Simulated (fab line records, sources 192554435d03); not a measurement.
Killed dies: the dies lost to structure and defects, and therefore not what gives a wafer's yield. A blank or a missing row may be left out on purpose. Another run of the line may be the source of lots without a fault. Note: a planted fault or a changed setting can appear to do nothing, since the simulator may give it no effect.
fab line records + flow n5Finfet
[record]
- lots = 9
- wafers = 27
- lastDay = 17
route steps=1938 shown GATE_CUT@491 BEOL_M4@1111
lots that met no fault: taken from a fault-free run of the same line
startH: hours from the record's first day to the start of the lot's first wafer shown + waitH: hours elapsed since this lot's preceding step + " as in the row above + L1.1+2: one row covering several wafers at once + - no value, or no start given + * or withheld: withheld + < > ~ a bound
route shown NAME@n: names a module that has steps shown in the file, with the first one's number in the route + usual: mean/standard deviation taken from wafers without a fault + same: alike in all rows + chamber/n: place in a boat + sites: the reading at each site + _std_site: their standard deviation + _edge_site: the outer-site mean with the inner-site mean subtracted + radiusMm: how far each site lies from the wafer's centre + mask NAME#n: copy n + behind: the most recent tool/chamber to have shaped the wafer + hold: cause of the lot's hold/its duration in hours/its outcome + device: which transistor (n, p or np) failed to switch + end of line: tests of these same wafers at the route's end + where a step has no rows: the recipe by itself + killed: not the wafer's yield, but the dies lost to structure and defects at the first sort + map: shows each die of a wafer: x if killed, . if not, _ if none is there
set.NAME: the setting the step ran with; set.NAME@STEP: the setting that earlier step ran with + model.NAME: the simulator's own value behind a step, which no gauge read
steps of the route over a sample of lots; a table a step, a row a wafer
services: from which hour (startH, from the record's first day; less than 0 if before it) a tool's chamber was out of use, for how many hours, and why
[[steps]]
[step N5_GATE_CUT_ETCH_28]
[recipe]
- chemistry = N2/H2
- target = underlayer
- targetDepthA = 130
- maskMaterial = CAR-EUV
- timeS = 10.4
- ionEnergyEv = 200
- pressureMtorr = 30
- sourceW = 840
- biasW = 150
- n2FlowSccm = 200
- h2FlowSccm = 200
- ends = cleared
[usual]
- drypumpMotorCurrentA = 5.8/0.42
- etchRfOnTimeS = 10.44/0.18
- oesProductAu = 0.69/0.081
- rfVppV = 524.9/2.7
- showerheadPlenumPTorr = 2.58/0.089
- throttleValvePct = 17.84/0.27
| lot.wafer | tool       | chamber | startH | waitH | drypumpMotorCurrentA | etchRfOnTimeS | oesProductAu | rfHoursCounterH | rfVppV | showerheadPlenumPTorr | throttleValvePct |
|-----------|------------|---------|--------|-------|----------------------|---------------|--------------|-----------------|--------|-----------------------|------------------|
| L478.2    | rieDiel-06 | 0       | 97.04  | 0.0   | 6.0                  | 10.63         | 0.58         | 214             | 523.3  | 2.51                  | 17.99            |
| L478.4    | "          | 3       | "      | "     | 5.9                  | 10.45         | 0.73         | -               | 528.3  | 2.69                  | 17.62            |
| L478.6    | "          | 2       | "      | "     | 5.2                  | 10.40         | 0.80         | -               | 526.5  | 2.59                  | 17.72            |
| L483.2    | rieDiel-03 | 2       | 133.13 | 0.0   | 5.3                  | 10.51         | 0.66         | 129             | 520.2  | 2.46                  | 18.07            |
| L483.3    | "          | 3       | "      | "     | 5.3                  | 10.58         | 0.58         | 234             | 522.1  | 2.51                  | 18.16            |
| L483.4    | "          | 1       | "      | "     | 6.0                  | 10.47         | 0.64         | 147             | 526.8  | 2.66                  | 18.18            |
| L484.1    | rieDiel-06 | 2       | 135.91 | 0.0   | 5.2                  | 10.40         | 0.77         | 28              | 526.2  | 2.58                  | 17.73            |
| L484.3    | "          | 1       | "      | "     | 6.1                  | 10.12         | 0.82         | 7               | 524.3  | 2.59                  | 17.44            |
| L484.6    | "          | 1       | "      | "     | 6.1                  | 10.01         | 0.83         | -               | 524.5  | 2.59                  | 17.45            |
| L485.2    | rieDiel-02 | 0       | 138.63 | 0.0   | 6.0                  | 10.32         | 0.74         | 56              | 526.7  | 2.69                  | 17.46            |
| L485.3    | "          | 1       | "      | "     | 6.2                  | 10.32         | 0.65         | -               | 526.6  | 2.66                  | 17.49            |
| L485.6    | "          | 1       | "      | "     | 6.2                  | 10.28         | 0.65         | -               | 527.2  | 2.66                  | 17.49            |
| L487.1    | rieDiel-06 | 1       | 150.96 | 0.0   | 6.1                  | 10.04         | 0.81         | 13              | 526.4  | 2.59                  | 17.46            |
| L487.4    | "          | 3       | "      | "     | 5.8                  | 10.43         | 0.72         | 77              | 527.4  | 2.68                  | 17.66            |
| L487.5    | "          | 3       | "      | "     | 5.8                  | 10.34         | 0.72         | -               | 527.3  | 2.68                  | 17.68            |
| L495.2    | rieDiel-06 | 2       | 201.14 | 0.0   | 5.2                  | 10.36         | 0.75         | 44              | 525.7  | 2.58                  | 17.76            |
| L495.4    | "          | 3       | "      | "     | 5.8                  | 10.47         | 0.71         | 88              | 526.2  | 2.68                  | 17.69            |
| L495.6    | "          | 3       | "      | "     | 5.8                  | 10.48         | 0.70         | -               | 529.2  | 2.68                  | 17.68            |
| L497.2    | rieDiel-02 | 3       | 211.07 | 0.0   | 5.6                  | 10.08         | 0.80         | 19              | 528.0  | 2.71                  | 17.63            |
| L497.4    | "          | 1       | "      | "     | 6.2                  | 10.46         | 0.63         | 161             | 526.3  | 2.65                  | 17.54            |
| L497.6    | "          | 2       | "      | "     | 6.2                  | 10.58         | 0.63         | -               | 521.2  | 2.42                  | 18.26            |
| L498.1    | rieDiel-06 | 1       | 219.76 | 0.0   | 6.1                  | 10.20         | 0.76         | 29              | 525.6  | 2.58                  | 17.47            |
| L498.2    | "          | 2       | "      | "     | 5.2                  | 10.48         | 0.74         | 50              | 524.8  | 2.58                  | 17.77            |
| L498.6    | "          | 2       | "      | "     | 5.2                  | 10.50         | 0.74         | -               | 526.0  | 2.58                  | 17.78            |
| L499.2    | rieDiel-02 | 1       | 227.13 | 0.0   | 6.2                  | 10.48         | 0.62         | 168             | 525.9  | 2.65                  | 17.56            |
| L499.3    | "          | 3       | "      | "     | 5.6                  | 9.97          | 0.79         | 25              | 527.9  | 2.70                  | 17.64            |
| L499.5    | "          | 1       | "      | "     | 6.2                  | 10.37         | 0.63         | -               | 527.7  | 2.65                  | 17.55            |
[step N5_GATE_CUT_CMP_23]
[recipe]
- stopOn = SiO2
- tOverpolishS = 23.4
- postCmpClean = alkalineBrush
- downForcePsi = 2.5
- platenRpm = 51.8
- padVelocityMS = 1.0307
- targetThkNm = 16
[usual]
- headPressurePsi = 2.501/0.0064
- motorCurrentA = 9.3/1
- overpolishRunS = 23.400/0.0083
- timeToEndpointS = 20.2/2
| lot.wafer | tool   | chamber | startH | waitH | headPressurePsi | motorCurrentA | overpolishRunS | timeToEndpointS |
|-----------|--------|---------|--------|-------|-----------------|---------------|----------------|-----------------|
| L478.4    | cmp-02 | 0       | 99.33  | 0.8   | 2.506           | 10.1          | 23.384         | 18.8            |
| L478.2    | "      | 2       | "      | "     | 2.499           | 8.0           | 23.388         | 22.1            |
| L478.6    | "      | 1       | "      | "     | 2.496           | 9.4           | 23.401         | 18.7            |
| L483.2    | cmp-04 | 3       | 135.60 | 0.8   | 2.504           | 9.9           | 23.407         | 22.2            |
| L483.3    | "      | 0       | "      | "     | 2.506           | 7.8           | 23.390         | 22.3            |
| L483.4    | "      | 1       | "      | "     | 2.492           | 8.7           | 23.404         | 21.6            |
| L484.3    | cmp-02 | 1       | 138.28 | 0.8   | 2.507           | 9.2           | 23.399         | 18.8            |
| L484.1    | "      | 2       | "      | "     | 2.502           | 8.5           | 23.403         | 21.7            |
| L484.6    | "      | 0       | "      | "     | 2.193           | 9.2           | 23.397         | 22.7            |
| L485.2    | cmp-02 | 3       | 141.44 | 0.8   | 2.504           | 8.7           | 23.404         | 22.2            |
| L485.3    | "      | 0       | "      | "     | 2.198           | 9.1           | 23.396         | 23.2            |
| L485.6    | "      | 1       | "      | "     | 2.500           | 9.4           | 23.396         | 21.7            |
| L487.4    | cmp-02 | 1       | 153.57 | 1.1   | 2.487           | 9.2           | 23.402         | 20.0            |
| L487.1    | "      | 0       | "      | "     | 2.208           | 9.3           | 23.404         | 22.4            |
| L487.5    | "      | 1       | "      | "     | 2.494           | 8.7           | 23.402         | 19.1            |
| L495.4    | cmp-01 | 0       | 203.47 | 0.8   | 2.512           | 10.2          | 23.409         | 21.6            |
| L495.2    | "      | 1       | "      | "     | 2.486           | 12.1          | 23.407         | 21.6            |
| L495.6    | "      | 0       | "      | "     | 2.514           | 9.8           | 23.408         | 23.6            |
| L497.4    | cmp-02 | 2       | 213.37 | 0.8   | 2.496           | 8.4           | 23.393         | 21.8            |
| L497.2    | "      | 3       | "      | "     | 2.498           | 9.2           | 23.402         | 22.5            |
| L497.6    | "      | 3       | "      | "     | 2.507           | 9.5           | 23.396         | 24.0            |
| L498.2    | cmp-01 | 1       | 222.05 | 0.8   | 2.506           | 12.1          | 23.404         | 16.5            |
| L498.1    | "      | 0       | "      | "     | 2.496           | 9.2           | 23.406         | 20.9            |
| L498.6    | "      | 1       | "      | "     | 2.504           | 11.6          | 23.403         | 17.7            |
| L499.2    | cmp-04 | 3       | 229.50 | 0.8   | 2.488           | 9.6           | 23.396         | 17.6            |
| L499.3    | "      | 2       | "      | "     | 2.505           | 9.8           | 23.420         | 19.4            |
| L499.5    | "      | 0       | "      | "     | 2.505           | 7.4           | 23.386         | 19.4            |
[step N5_GATE_CUT_CMP_43]
[recipe]
- material = SiO2
- postCmpClean = rinseOnly
[usual]
- motorCurrentA = 12.5/1.4
| lot.wafer | tool   | chamber | startH | waitH | motorCurrentA |
|-----------|--------|---------|--------|-------|---------------|
| L478.2    | cmp-01 | 2       | 99.66  | 0.0   | 13.3          |
| L478.4    | "      | 1       | "      | "     | 16.1          |
| L478.6    | "      | 2       | "      | "     | 12.8          |
| L483.2    | cmp-04 | 2       | 135.92 | 0.0   | 13.1          |
| L483.3    | "      | 0       | "      | "     | 10.9          |
| L483.4    | "      | 1       | "      | "     | 12.2          |
| L484.3    | cmp-01 | 0       | 138.61 | 0.1   | 13.5          |
| L484.1    | "      | 1       | "      | "     | 16.9          |
| L484.6    | "      | 0       | "      | "     | 13.3          |
| L485.2    | cmp-04 | 3       | 141.69 | 0.0   | 13.1          |
| L485.3    | "      | 2       | "      | "     | 12.8          |
| L485.6    | "      | 3       | "      | "     | 12.7          |
| L487.4    | cmp-02 | 0       | 153.98 | 0.1   | 13.2          |
| L487.1    | "      | 2       | "      | "     | 11.6          |
| L487.5    | "      | 0       | "      | "     | 13.0          |
| L495.4    | cmp-02 | 1       | 203.75 | 0.0   | 12.3          |
| L495.2    | "      | 0       | "      | "     | 13.4          |
| L495.6    | "      | 1       | "      | "     | 12.2          |
| L497.4    | cmp-04 | 3       | 213.77 | 0.1   | 13.8          |
| L497.2    | "      | 1       | "      | "     | 11.3          |
| L497.6    | "      | 3       | "      | "     | 12.9          |
| L498.2    | cmp-02 | 2       | 222.37 | 0.0   | 10.6          |
| L498.1    | "      | 0       | "      | "     | 12.8          |
| L498.6    | "      | 2       | "      | "     | 10.4          |
| L499.3    | cmp-04 | 3       | 229.97 | 0.2   | 12.5          |
| L499.2    | "      | 2       | "      | "     | 13.4          |
| L499.5    | "      | 0       | "      | "     | 9.9           |
[step N5_GATE_CUT_CMP_61]
[recipe]
- stopOn = SiNx
- tOverpolishS = 3
- postCmpClean = alkalineBrush
- downForcePsi = 4
- platenRpm = 27.09
- padVelocityMS = 0.539
[usual]
- headPressurePsi = 4.000/0.0087
- motorCurrentA = 12.3/1.5
| lot.wafer | tool   | chamber | startH | waitH | headPressurePsi | motorCurrentA |
|-----------|--------|---------|--------|-------|-----------------|---------------|
| L478.2    | cmp-01 | 2       | 100.14 | 0.4   | 3.989           | 13.0          |
| L478.4    | "      | 1       | "      | "     | 3.989           | 17.5          |
| L478.6    | "      | 2       | "      | "     | 3.994           | 12.3          |
| L483.2    | cmp-04 | 2       | 136.40 | 0.4   | 3.999           | 12.7          |
| L483.3    | "      | 0       | "      | "     | 3.991           | 9.8           |
| L483.4    | "      | 1       | "      | "     | 4.007           | 11.6          |
| L484.3    | cmp-01 | 0       | 139.04 | 0.3   | 3.996           | 13.0          |
| L484.1    | "      | 1       | "      | "     | 3.998           | 16.2          |
| L484.6    | "      | 0       | "      | "     | 3.990           | 12.7          |
| L485.2    | cmp-04 | 3       | 142.17 | 0.4   | 3.994           | 13.4          |
| L485.3    | "      | 2       | "      | "     | 3.995           | 12.6          |
| L485.6    | "      | 3       | "      | "     | 4.011           | 13.2          |
| L487.4    | cmp-02 | 0       | 154.41 | 0.3   | 3.994           | 13.8          |
| L487.1    | "      | 2       | "      | "     | 3.997           | 11.2          |
| L487.5    | "      | 0       | "      | "     | 4.014           | 12.6          |
| L495.4    | cmp-02 | 1       | 204.23 | 0.4   | 4.001           | 12.6          |
| L495.2    | "      | 0       | "      | "     | 4.020           | 12.8          |
| L495.6    | "      | 1       | "      | "     | 4.011           | 12.3          |
| L497.4    | cmp-04 | 3       | 214.20 | 0.3   | 4.006           | 12.7          |
| L497.2    | "      | 1       | "      | "     | 3.996           | 11.6          |
| L497.6    | "      | 3       | "      | "     | 3.999           | 12.6          |
| L498.2    | cmp-02 | 2       | 222.85 | 0.4   | 3.988           | 11.1          |
| L498.1    | "      | 0       | "      | "     | 3.995           | 13.8          |
| L498.6    | "      | 2       | "      | "     | 3.995           | 10.9          |
| L499.3    | cmp-04 | 3       | 230.45 | 0.4   | 4.005           | 12.7          |
| L499.2    | "      | 2       | "      | "     | 3.987           | 12.2          |
| L499.5    | "      | 0       | "      | "     | 3.992           | 10.1          |
[step N5_BEOL_M4_RC_MEAS_101]
[usual]
- DIBL_N = 36.3/1.2
- DIBL_P = 36.1/1.6
- IOFF_N = 0.161/0.023
- IOFF_P = 0.209/0.027
- ION_N = 676/8.9
- ION_P = 462/5.3
- SS_N = 71.5/0.51
- SS_P = 73.2/0.5
- VT_N = 249.1/2.5
- VT_P = -249.9/2.8
| lot.wafer | tool      | chamber | startH | waitH | DIBL_N[mV/V] | DIBL_P[mV/V] | IOFF_N[nA/um] | IOFF_P[nA/um] | ION_N[uA/um] | ION_P[uA/um] | SS_N[mV/dec] | SS_P[mV/dec] | VT_N[mV] | VT_P[mV] |
|-----------|-----------|---------|--------|-------|--------------|--------------|---------------|---------------|--------------|--------------|--------------|--------------|----------|----------|
| L478.2    | prober-01 | 0       | 180.05 | 0.2   | 36.8         | 35.5         | 0.161         | 0.221         | 675          | 463          | 71.3         | 73.0         | 250.1    | -248.8   |
| L478.4    | "         | 0       | "      | "     | 37.7         | 35.8         | 0.174         | 0.220         | 674          | 466          | 71.2         | 73.1         | 250.3    | -249.0   |
| L478.6    | "         | 0       | "      | "     | 36.8         | 34.7         | 0.162         | 0.213         | 664          | 460          | 71.5         | 73.5         | 248.5    | -247.3   |
| L484.1    | prober-02 | 0       | 206.31 | 0.0   | 36.9         | 34.3         | 0.153         | 0.203         | 670          | 467          | 71.5         | 73.2         | 249.4    | -248.5   |
| L484.3    | "         | 0       | "      | "     | 37.7         | 35.4         | 0.170         | 0.221         | 667          | 462          | 71.7         | 72.8         | 247.7    | -248.0   |
| L484.6    | "         | 0       | "      | "     | 36.9         | 34.6         | 0.166         | 0.202         | 674          | 459          | 71.5         | 72.8         | 250.3    | -252.3   |
| L483.2    | prober-01 | 0       | 211.89 | 0.2   | 34.3         | 34.7         | 0.129         | 0.158         | 664          | 450          | 71.2         | 73.6         | 252.9    | -256.2   |
| L483.3    | "         | 0       | "      | "     | 35.1         | 35.5         | 0.140         | 0.175         | 679          | 461          | 71.3         | 73.3         | 248.6    | -252.5   |
| L483.4    | "         | 0       | "      | "     | 35.0         | 35.4         | 0.140         | 0.171         | 663          | 454          | 71.4         | 73.3         | 249.8    | -253.8   |
| L485.2    | prober-01 | 0       | 212.82 | 0.3   | 33.8         | 34.7         | 0.146         | 0.179         | 678          | 463          | 72.2         | 72.4         | 247.6    | -253.7   |
| L485.3    | "         | 0       | "      | "     | 35.2         | 36.6         | 0.172         | 0.209         | 687          | 463          | 71.7         | 73.4         | 244.4    | -249.4   |
| L485.6    | "         | 0       | "      | "     | 34.6         | 35.9         | 0.155         | 0.190         | 675          | 458          | 71.3         | 72.8         | 248.9    | -251.1   |
| L487.1    | prober-02 | 0       | 228.15 | 0.0   | 36.7         | 38.7         | 0.170         | 0.229         | 685          | 459          | 72.1         | 74.3         | 249.1    | -248.1   |
| L487.4    | "         | 0       | "      | "     | 36.9         | 38.6         | 0.179         | 0.226         | 669          | 464          | 71.8         | 73.7         | 248.4    | -250.7   |
| L487.5    | "         | 0       | "      | "     | 37.4         | 39.4         | 0.188         | 0.234         | 687          | 466          | 71.5         | 73.6         | 246.8    | -248.6   |
| L495.2    | prober-01 | 0       | 278.76 | 0.2   | 36.1         | 35.0         | 0.166         | 0.211         | 678          | 459          | 71.1         | 72.2         | 248.8    | -248.8   |
| L495.4    | "         | 0       | "      | "     | 35.7         | 34.4         | 0.149         | 0.200         | 675          | 460          | 71.5         | 72.8         | 249.9    | -248.3   |
| L495.6    | "         | 0       | "      | "     | 36.0         | 35.0         | 0.155         | 0.201         | 680          | 468          | 71.2         | 72.9         | 250.0    | -248.5   |
| L497.2    | prober-02 | 0       | 284.75 | 0.2   | 34.3         | 35.7         | 0.117         | 0.192         | 663          | 461          | 71.9         | 72.9         | 254.1    | -252.3   |
| L497.4    | "         | 0       | "      | "     | 35.8         | 36.9         | 0.135         | 0.214         | 666          | 463          | 71.0         | 73.7         | 254.6    | -249.9   |
| L497.6    | "         | 0       | "      | "     | 36.0         | 37.6         | 0.138         | 0.222         | 673          | 467          | 71.6         | 73.1         | 254.9    | -250.0   |
| L498.1    | prober-01 | 0       | 294.29 | 0.0   | 35.6         | 36.5         | 0.161         | 0.215         | 666          | 461          | 71.9         | 73.0         | 249.0    | -250.2   |
| L498.2    | "         | 0       | "      | "     | 36.1         | 37.8         | 0.182         | 0.238         | 681          | 461          | 71.8         | 73.9         | 246.7    | -247.1   |
| L498.6    | "         | 0       | "      | "     | 36.0         | 37.2         | 0.166         | 0.222         | 677          | 462          | 72.7         | 73.7         | 248.1    | -251.9   |
| L499.2    | prober-01 | 0       | 310.37 | 0.2   | 37.1         | 36.4         | 0.166         | 0.217         | 679          | 465          | 71.8         | 73.3         | 250.1    | -246.2   |
| L499.3    | "         | 0       | "      | "     | 36.0         | 35.6         | 0.143         | 0.202         | 674          | 463          | 71.9         | 73.1         | 250.6    | -248.4   |
| L499.5    | "         | 0       | "      | "     | 35.0         | 34.3         | 0.132         | 0.178         | 662          | 457          | 71.6         | 73.4         | 251.1    | -248.6   |
[[services]]
| tool       | chamber | startH | hours | kind                          |
|------------|---------|--------|-------|-------------------------------|
| cmp-02     | -       | 82.01  | 6.3   | repair                        |
| rieDiel-02 | -       | 83.82  | 14.6  | pm                            |
| cmp-04     | -       | 87.12  | 1.4   | repair                        |
| rieDiel-06 | 1       | 87.13  | -     | clean                         |
| rieDiel-06 | 1       | 87.13  | -     | consumableReplace:focusRing   |
| rieDiel-06 | 1       | 87.13  | 27.5  | scheduledDown                 |
| rieDiel-06 | 0       | 88.86  | 4.1   | repair                        |
| rieDiel-02 | 1       | 113.73 | 15.6  | repair                        |
| rieDiel-06 | 2       | 117.42 | 1.2   | repair                        |
| cmp-02     | -       | 132.53 | 4.0   | pm                            |
| cmp-02     | -       | 136.53 | -     | consumableReplace:conditioner |
| cmp-02     | -       | 136.53 | -     | consumableReplace:pad         |
| cmp-04     | -       | 149.07 | 6.8   | pm                            |
| rieDiel-02 | 3       | 153.75 | 1.5   | repair                        |
| cmp-01     | -       | 160.18 | 2.3   | repair                        |
| cmp-04     | -       | 164.22 | 2.1   | repair                        |
| rieDiel-03 | 3       | 164.52 | 1.7   | repair                        |
| cmp-04     | -       | 174.93 | 1.3   | repair                        |
| rieDiel-06 | -       | 179.18 | 14.6  | pm                            |
| rieDiel-02 | 0       | 201.01 | 9.1   | repair                        |
| cmp-04     | -       | 209.28 | 0.9   | repair                        |
| rieDiel-02 | 2       | 223.76 | 6.1   | repair                        |
| cmp-02     | -       | 227.66 | 5.5   | pm                            |
| cmp-01     | -       | 227.77 | 4.0   | pm                            |
[[key]]
[firstSign]
- step = N5_GATE_CUT_CMP_23
- reading = headPressurePsi
- direction = down
- sigmas = 47
- usual = 2.501
- struck = 2.200
effect none on later readings
metAt N5_GATE_CUT_CMP_23
struckLots L484,L485,L487
struckWafers L484.6,L485.3,L487.1
notActingAt N5_GATE_CUT_ETCH_28,N5_GATE_CUT_CMP_43,N5_GATE_CUT_CMP_61
onsetBetween 99.33 138.28
[fault]
- kind = processParameterDrift
- tool = cmp-02
- chamber = 0
- onsetH = 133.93
- steps = N5_GATE_CUT_CMP_23
- channel = downForcePsi
- offset = -0.30271
- shape = step
- endH = 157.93
- actsIn = theseRecipesOnly
- stated = 2.5
